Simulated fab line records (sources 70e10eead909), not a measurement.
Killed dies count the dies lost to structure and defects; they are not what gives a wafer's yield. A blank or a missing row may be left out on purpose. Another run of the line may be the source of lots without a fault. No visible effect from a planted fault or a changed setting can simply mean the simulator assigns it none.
Chamber matching ; flow nand-harc ; 4 sister chambers for NHARC_P_M2_DESCUM_14 on rie-diel-05
The step chemistry O2, time 3 s. 4 wafers are shown with their chamber, then 7 later ones without.

WAFERS PAIRED WITH THEIR CHAMBERS
wafer;chamber;drypump-motor-current-A (A)
L091.4;1;5.9
L091.6;3;5.0
L093.3;2;6.0
L093.5;0;5.5

WAFERS MISSING THEIR CHAMBER
wafer;drypump-motor-current-A (A)
L093.6;5.1
L094.4;5.4
L094.5;6.0
L094.6;5.0
L095.1;5.0
L095.2;6.0
L095.5;5.0

WHICH CHAMBER EACH ONE RAN IN
wafer;from the rows above;in truth
L093.6;3;3
L094.4;0;0
L094.5;can't be placed: 2 or 1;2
L094.6;3;3
L095.1;3;3
L095.2;can't be placed: 2 or 1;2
L095.5;3;3
Correctly placed: 5 of 7. These rows do not allow placing 2 (true chamber among the candidates in 2). Placed wrongly: 0.
How it was worked out, from the rows above alone: a wafer's distance from a chamber is the root of the sum, over the readings, of the square of ((its reading less the chamber's mean) divided by the reading's scatter). The wafer belongs to the nearest chamber; if the next one is less than 2 further off, it can't be placed. Each chamber's mean is taken over the wafers shown for it. The scatter: root of mean squared gap, hidden wafer to nearest shown wafer, with one shown wafer a chamber.
